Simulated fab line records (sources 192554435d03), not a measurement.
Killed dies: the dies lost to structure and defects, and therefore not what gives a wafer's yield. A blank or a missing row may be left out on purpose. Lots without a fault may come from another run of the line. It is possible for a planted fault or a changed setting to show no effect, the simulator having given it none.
Which of the tools did it? -- flow n5-finfet -- Sampling: 15 lots, 45 wafers, 7 of 1938 route steps

WHAT THE GAUGES SHOWED, per wafer
N5_BEOL_M4_CD_MEAS_18: pitch 36 nm, target cd 18 nm. Usual: cd-nm reads 17.97 nm (standard deviation 0.29).
lot,measured,on,cd-nm (nm),flag
L918,day 7 17:35,cd-sem-03,17.79 17.96 18.08,
L919,day 8 00:31,cd-sem-03,17.51 18.04 17.88,
L922,day 8 06:32,cd-sem-03,18.09 17.94 18.21,
L923,day 8 17:02,cd-sem-02,18.04 17.40 17.79,
L925,day 9 08:40,cd-sem-02,18.20 18.08 18.22,
L929,day 10 12:18,cd-sem-03,- - -,OFF
L931,day 10 17:14,cd-sem-03,- - -,OFF
L932,day 10 18:36,cd-sem-01,- - -,OFF
L935,day 11 16:04,cd-sem-01,17.91 18.26 18.32,
L936,day 12 08:01,cd-sem-03,18.00 17.21 17.55,
L937,day 12 10:09,cd-sem-02,18.12 18.11 17.90,
L938,day 12 13:05,cd-sem-01,17.61 17.65 17.91,
L939,day 12 23:55,cd-sem-03,17.32 17.84 17.68,
L940,day 13 00:53,cd-sem-02,18.27 18.02 18.92,
L941,day 13 09:27,cd-sem-03,17.69 18.00 17.60,

N5_BEOL_M4_RC_MEAS_101. Usual: DIBL_N 36.4 mV/V, standard deviation 1.5; DIBL_P 36.6 mV/V, standard deviation 1.9; IOFF_N 0.155 nA/um, standard deviation 0.021; IOFF_P 0.211 nA/um, standard deviation 0.028; ION_N 671 uA/um, standard deviation 8.6; ION_P 462 uA/um, standard deviation 5.8; SS_N 71.5 mV/dec, standard deviation 0.5; SS_P 73.4 mV/dec, standard deviation 0.58; VT_N 250.1 mV, standard deviation 2.4; VT_P -250.1 mV, standard deviation 3.
lot,measured,on,DIBL_N (mV/V),DIBL_P (mV/V),IOFF_N (nA/um),IOFF_P (nA/um),ION_N (uA/um),ION_P (uA/um),SS_N (mV/dec),SS_P (mV/dec),VT_N (mV),VT_P (mV),flag
L918,day 7 23:52,prober-02,35.7 35.3 35.8,35.0 35.4 34.5,0.134 0.138 0.142,0.193 0.200 0.189,674 667 685,457 464 461,71.2 71.4 71.5,72.5 72.0 72.8,250.6 248.9 250.2,-250.8 -251.9 -252.8,
L919,day 8 08:29,prober-01,35.7 36.7 35.8,35.7 36.6 35.5,0.152 0.157 0.149,0.207 0.215 0.198,677 676 664,464 468 460,71.3 71.8 71.7,73.3 73.8 74.5,249.9 249.4 251.1,-250.3 -251.7 -249.5,
L922,day 8 18:59,prober-02,35.9 34.8 36.2,35.7 34.6 35.7,0.146 0.130 0.145,0.173 0.158 0.171,668 665 664,450 448 456,71.1 70.9 70.9,73.6 73.4 73.4,250.3 251.9 248.6,-254.6 -256.9 -255.1,
L923,day 8 22:37,prober-01,34.9 34.0 33.9,34.8 33.9 33.5,0.137 0.129 0.126,0.224 0.204 0.202,657 661 660,464 463 466,70.6 70.9 71.0,72.8 72.6 72.7,254.1 256.0 249.6,-246.3 -251.0 -251.1,
L925,day 9 16:14,prober-01,37.1 36.5 36.7,38.8 37.6 38.3,0.171 0.168 0.163,0.237 0.222 0.237,675 674 675,466 463 464,72.0 71.3 71.5,73.4 73.5 73.5,248.3 247.9 249.0,-246.5 -247.4 -246.5,
L935,day 12 04:40,prober-01,37.4 37.3 37.6,37.4 37.3 37.9,0.165 0.157 0.167,0.216 0.215 0.225,673 661 669,456 459 466,72.4 72.3 71.7,73.7 73.1 73.4,249.8 250.2 250.1,-250.1 -250.8 -247.8,
L936,day 12 13:58,prober-02,36.0 34.9 35.9,38.0 37.0 38.0,0.171 0.152 0.169,0.222 0.204 0.232,670 670 677,463 466 467,71.5 71.0 71.0,73.3 72.7 73.0,250.0 250.4 249.7,-248.7 -249.4 -247.9,
L937,day 12 16:26,prober-01,36.9 37.9 37.3,37.3 38.5 37.8,0.160 0.186 0.171,0.221 0.218 0.209,665 686 677,459 461 460,71.8 71.9 71.3,73.4 73.7 73.5,252.5 247.3 247.6,-247.9 -250.5 -250.5,
L938,day 12 20:07,prober-01,36.3 37.1 36.7,36.7 38.9 37.9,0.151 0.177 0.158,0.195 0.230 0.207,665 673 665,456 466 453,71.5 71.9 72.0,73.4 74.6 74.0,249.9 247.2 250.0,-251.6 -249.3 -247.9,
L939,day 13 15:49,prober-01,39.8 39.0 38.5,41.7 41.0 39.3,0.233 0.208 0.171,0.282 0.272 0.232,702 686 672,480 467 463,72.2 72.0 71.9,74.6 74.7 73.8,243.9 247.7 251.6,-246.3 -247.1 -249.3,
L940,day 13 09:25,prober-01,32.6 34.9 34.2,33.7 35.5 34.8,0.128 0.152 0.143,0.168 0.209 0.188,670 677 679,469 471 467,71.4 71.3 71.7,72.8 73.7 73.1,252.5 249.9 251.6,-250.6 -246.6 -253.1,
L941,day 13 20:34,prober-02,37.5 36.8 38.2,37.3 37.3 38.1,0.160 0.155 0.175,0.168 0.173 0.183,675 675 691,452 458 461,72.1 70.9 71.8,73.6 73.6 73.1,248.8 248.2 247.3,-257.4 -256.5 -256.1,

EACH LOT AND THE TOOL THAT RAN IT (in order: tool; ch and the chambers of the sampled wafers; start)
lot,N5_BEOL_M3_SPUTTER_86,N5_BEOL_M3_SPUTTER_88,N5_BEOL_M4_ILD_DEP_00,N5_BEOL_M4_HM_DEP_02,N5_BEOL_M4_HM_OPEN_17
L918,"pvd-sputter-03, day 7 11:40","pvd-sputter-03, day 7 11:53","pecvd-03 ch 0,1,2, day 7 13:52","pvd-sputter-02, day 7 16:31","rie-metal-02 ch 0,1, day 7 17:25"
L919,"pvd-sputter-01, day 7 20:22","pvd-sputter-01, day 7 20:36","pecvd-02 ch 0,1, day 7 22:41","pvd-sputter-03, day 7 23:22","rie-metal-03 ch 0,1, day 8 00:16"
L922,"pvd-sputter-01, day 8 02:46","pvd-sputter-01, day 8 03:02","pecvd-03 ch 0,1,2, day 8 05:11","pvd-sputter-01, day 8 05:25","rie-metal-03 ch 0,1, day 8 06:21"
L923,"pvd-sputter-02, day 8 13:22","pvd-sputter-02, day 8 13:35","pecvd-04 ch 0,1,2, day 8 15:35","pvd-sputter-01, day 8 15:47","rie-metal-03 ch 0,1, day 8 16:51"
L925,"pvd-sputter-02, day 9 01:19","pvd-sputter-02, day 9 01:32","pecvd-04 ch 0,2, day 9 03:32","pvd-sputter-02, day 9 07:27","rie-metal-03 ch 0,1, day 9 08:29"
L929,"pvd-sputter-01, day 10 08:40","pvd-sputter-01, day 10 08:53","pecvd-02 ch 0,1, day 10 11:02","pvd-sputter-03, day 10 11:11","rie-metal-03 ch 0,1, day 10 12:08"
L931,"pvd-sputter-01, day 10 11:54","pvd-sputter-01, day 10 12:07","pecvd-03 ch 0,1,2, day 10 14:16","pvd-sputter-03, day 10 16:17","rie-metal-02 ch 0,1, day 10 17:05"
L932,"pvd-sputter-01, day 10 15:00","pvd-sputter-01, day 10 15:13","pecvd-03 ch 0,1,2, day 10 17:13","pvd-sputter-03, day 10 17:37","rie-metal-03 ch 0,1, day 10 18:25"
L935,"pvd-sputter-02, day 11 11:58","pvd-sputter-02, day 11 12:11","pecvd-04 ch 0,1, day 11 14:11","pvd-sputter-01, day 11 14:59","rie-metal-02 ch 0,1, day 11 15:53"
L936,"pvd-sputter-02, day 12 04:40","pvd-sputter-02, day 12 04:53","pecvd-03 ch 0,1,2, day 12 06:53","pvd-sputter-03, day 12 07:03","rie-metal-02 ch 0,1, day 12 07:49"
L937,"pvd-sputter-01, day 12 05:27","pvd-sputter-01, day 12 05:40","pecvd-02 ch 1,2, day 12 07:40","pvd-sputter-02, day 12 09:02","rie-metal-03 ch 0,1, day 12 09:58"
L938,"pvd-sputter-03, day 12 08:32","pvd-sputter-03, day 12 08:45","pecvd-03 ch 0,2, day 12 10:53","pvd-sputter-02, day 12 12:01","rie-metal-01 ch 0,1, day 12 12:55"
L939,"pvd-sputter-03, day 12 18:30","pvd-sputter-03, day 12 18:43","pecvd-02 ch 0,1, day 12 20:55","pvd-sputter-03, day 12 22:25","rie-metal-03 ch 1, day 12 23:42"
L940,"pvd-sputter-03, day 12 21:14","pvd-sputter-03, day 12 21:27","pecvd-02 ch 1,2, day 12 23:28","pvd-sputter-01, day 12 23:44","rie-metal-03 ch 1, day 13 00:43"
L941,"pvd-sputter-01, day 13 05:23","pvd-sputter-01, day 13 05:37","pecvd-02 ch 0,1, day 13 07:55","pvd-sputter-02, day 13 08:22","rie-metal-01 ch 0,1, day 13 09:17"
- N5_BEOL_M3_SPUTTER_86: material Cu, target thk 4.5 nm, time 8.29 s.
- N5_BEOL_M3_SPUTTER_88: material Cu, target thk 4.5 nm, time 8.29 s.
- N5_BEOL_M4_ILD_DEP_00: deposits SiOC from DEMS/O2, target thk 79 nm, time 15.3 s.
- N5_BEOL_M4_HM_DEP_02: deposits TiN, target thk 20 nm.
- N5_BEOL_M4_HM_OPEN_17: chemistry Cl2/BCl3, target TiN, target depth 20 nm, overetch 6 nm.

AS READ BY THE TOOLS THEMSELVES (means over the sampled wafers that have a number; for cases with no such wafer, the mark the record gives instead)
N5_BEOL_M3_SPUTTER_86. Usual: chamber-pressure-pa 0.07002 Pa, standard deviation 0.00014; susceptor-temp-C -20.00 C, standard deviation 0.1; throttle-valve-pct 29.9 %, standard deviation 1.
lot,tool,chamber-pressure-pa (Pa),susceptor-temp-C (C),throttle-valve-pct (%),flag
L918,pvd-sputter-03,0.06986,-19.95,29.9,
L919,pvd-sputter-01,0.07006,-20.06,30.2,
L922,pvd-sputter-01,0.06998,-20.10,30.0,
L923,pvd-sputter-02,0.06998,-20.01,29.8,
L925,pvd-sputter-02,0.06999,-19.93,30.0,
L929,pvd-sputter-01,0.06999,-19.95,30.1,
L931,pvd-sputter-01,0.06993,-19.99,29.9,
L932,pvd-sputter-01,0.06999,-19.93,30.5,
L935,pvd-sputter-02,0.07012,-19.86,29.9,
L936,pvd-sputter-02,0.06997,-19.97,30.1,
L937,pvd-sputter-01,0.07011,-20.03,30.0,
L938,pvd-sputter-03,0.06995,-19.90,28.8,
L939,pvd-sputter-03,0.07012,-19.95,30.3,
L940,pvd-sputter-03,0.07017,-20.07,30.4,
L941,pvd-sputter-01,0.07000,-20.03,30.1,

N5_BEOL_M3_SPUTTER_88. Usual: chamber-pressure-pa 0.07 Pa, standard deviation 0.00015; susceptor-temp-C -19.99 C, standard deviation 0.11; throttle-valve-pct 29.9 %, standard deviation 1.
lot,tool,chamber-pressure-pa (Pa),susceptor-temp-C (C),throttle-valve-pct (%),flag
L918,pvd-sputter-03,0.07,-19.99,29.7,
L919,pvd-sputter-01,0.07,-19.95,30.4,
L922,pvd-sputter-01,0.07,-20.16,30.1,
L923,pvd-sputter-02,0.07,-19.94,29.7,
L925,pvd-sputter-02,0.07,-20.05,29.8,
L929,pvd-sputter-01,0.07,-20.04,30.2,
L931,pvd-sputter-01,0.07,-19.98,30.0,
L932,pvd-sputter-01,0.07,-19.95,30.2,
L935,pvd-sputter-02,0.07,-20.17,29.8,
L936,pvd-sputter-02,0.07,-19.95,30.2,
L937,pvd-sputter-01,0.07,-20.03,29.9,
L938,pvd-sputter-03,0.07,-19.98,28.8,
L939,pvd-sputter-03,0.07,-19.99,30.5,
L940,pvd-sputter-03,0.07,-20.01,30.4,
L941,pvd-sputter-01,0.07,-19.99,30.1,

N5_BEOL_M4_ILD_DEP_00. Usual: chamber-pressure-Torr 5.000 Torr, standard deviation 0.011; heater-power-outer-w 281 W, standard deviation 59; heater-power-w 533 W, standard deviation 93; showerhead-plenum-p-Torr 5.694 Torr, standard deviation 0.012; susceptor-temp-C 349.98 C, standard deviation 0.22; throttle-valve-pct 12.0 %, standard deviation 0.8.
lot,tool,chamber-pressure-Torr (Torr),heater-power-outer-w (W),heater-power-w (W),showerhead-plenum-p-Torr (Torr),susceptor-temp-C (C),throttle-valve-pct (%),flag
L918,pecvd-03,4.995,272,555,5.692,349.91,11.5,
L919,pecvd-02,4.985,232,465,5.686,349.98,12.7,
L922,pecvd-03,5.002,289,576,5.696,349.97,11.6,
L923,pecvd-04,5.011,228,449,5.715,349.73,11.5,
L925,pecvd-04,4.997,193,368,5.698,349.85,11.2,
L929,pecvd-02,5.008,243,482,5.688,350.14,12.7,
L931,pecvd-03,5.005,324,612,5.690,350.03,11.5,
L932,pecvd-03,5.011,306,594,5.691,350.16,11.6,
L935,pecvd-04,5.014,239,479,5.706,349.88,11.7,
L936,pecvd-03,5.002,281,553,5.702,350.11,11.7,
L937,pecvd-02,4.990,356,595,5.684,349.98,11.4,
L938,pecvd-03,5.007,284,536,5.691,350.23,11.1,
L939,pecvd-02,5.008,237,471,5.689,350.09,12.7,
L940,pecvd-02,5.002,345,600,5.697,349.97,11.9,
L941,pecvd-02,4.991,248,484,5.690,349.90,12.6,

N5_BEOL_M4_HM_DEP_02. Usual: chamber-pressure-pa 0.4998 Pa, standard deviation 0.0011; substrate-temp-c 24.99 C, standard deviation 0.1; susceptor-temp-C 24.99 C, standard deviation 0.11; throttle-valve-pct 29.9 %, standard deviation 1.1.
lot,tool,chamber-pressure-pa (Pa),substrate-temp-c (C),susceptor-temp-C (C),throttle-valve-pct (%),flag
L918,pvd-sputter-02,0.5006,24.95,25.04,29.7,
L919,pvd-sputter-03,0.4994,24.87,24.97,29.3,
L922,pvd-sputter-01,0.5010,24.94,25.01,30.3,
L923,pvd-sputter-01,0.4996,25.02,25.05,30.2,
L925,pvd-sputter-02,0.4994,25.13,25.05,29.3,
L929,pvd-sputter-03,-,-,-,-,OFF
L931,pvd-sputter-03,-,-,-,-,OFF
L932,pvd-sputter-03,-,-,-,-,OFF
L935,pvd-sputter-01,0.4986,25.09,24.87,29.6,
L936,pvd-sputter-03,0.4996,25.02,25.11,29.5,
L937,pvd-sputter-02,0.5000,25.03,24.94,29.3,
L938,pvd-sputter-02,0.4991,24.93,24.96,29.4,
L939,pvd-sputter-03,0.5006,25.02,24.92,29.5,
L940,pvd-sputter-01,0.4997,25.05,25.11,30.2,
L941,pvd-sputter-02,0.4992,24.96,24.99,30.4,

N5_BEOL_M4_HM_OPEN_17. Usual: drypump-motor-current-A 5.45 A, standard deviation 0.16; oes-product-au 0.69 a.u., standard deviation 0.093; throttle-valve-pct 22.19 %, standard deviation 0.19.
lot,tool,drypump-motor-current-A (A),oes-product-au (a.u.),throttle-valve-pct (%),flag
L918,rie-metal-02,5.66,0.64,22.24,
L919,rie-metal-03,5.40,0.76,22.12,
L922,rie-metal-03,5.40,0.76,22.11,
L923,rie-metal-03,5.41,0.68,22.26,
L925,rie-metal-03,5.39,0.66,22.26,
L929,rie-metal-03,5.40,0.29,22.92,OFF
L931,rie-metal-02,5.66,0.33,22.81,OFF
L932,rie-metal-03,5.40,0.31,22.79,OFF
L935,rie-metal-02,5.67,0.73,22.19,
L936,rie-metal-02,5.45,0.77,22.00,
L937,rie-metal-03,5.39,0.64,22.27,
L938,rie-metal-01,5.42,0.65,22.25,
L939,rie-metal-03,5.45,0.76,22.02,
L940,rie-metal-03,5.40,0.74,22.02,
L941,rie-metal-01,5.43,0.65,22.25,

THE ANSWER, worked out from the rows above alone
Rule: take the mean of a lot's wafers that have a number; if it is more than 3 standard deviations from the usual mean, the lot is off. A lot without any number at a reading at which 4 lots or more have one is off too. All remaining lots with rows at the step are treated as sound. Order of review: gauges by route order, followed by the tools' own readings, for which a lot's mean as printed above is used. The first step at which some lot is off is used, and at that step the reading that is off furthest; a lot without a number counts as furthest.
Off at N5_BEOL_M4_CD_MEAS_18 (cd-nm): L929, L931, L932. Without a number there: L929, L931, L932.
A tool fits if, at a process step before that reading, it ran every lot that is off, and no sound lot after the first of them. The gauges at N5_BEOL_M4_CD_MEAS_18 aren't tried: what is off there is off at N5_BEOL_M4_HM_DEP_02 too, on other tools, and a gauge's error can't cause that. No candidate that was tried fits.

WHAT HAD BEEN PUT IN BY THE SIMULATOR
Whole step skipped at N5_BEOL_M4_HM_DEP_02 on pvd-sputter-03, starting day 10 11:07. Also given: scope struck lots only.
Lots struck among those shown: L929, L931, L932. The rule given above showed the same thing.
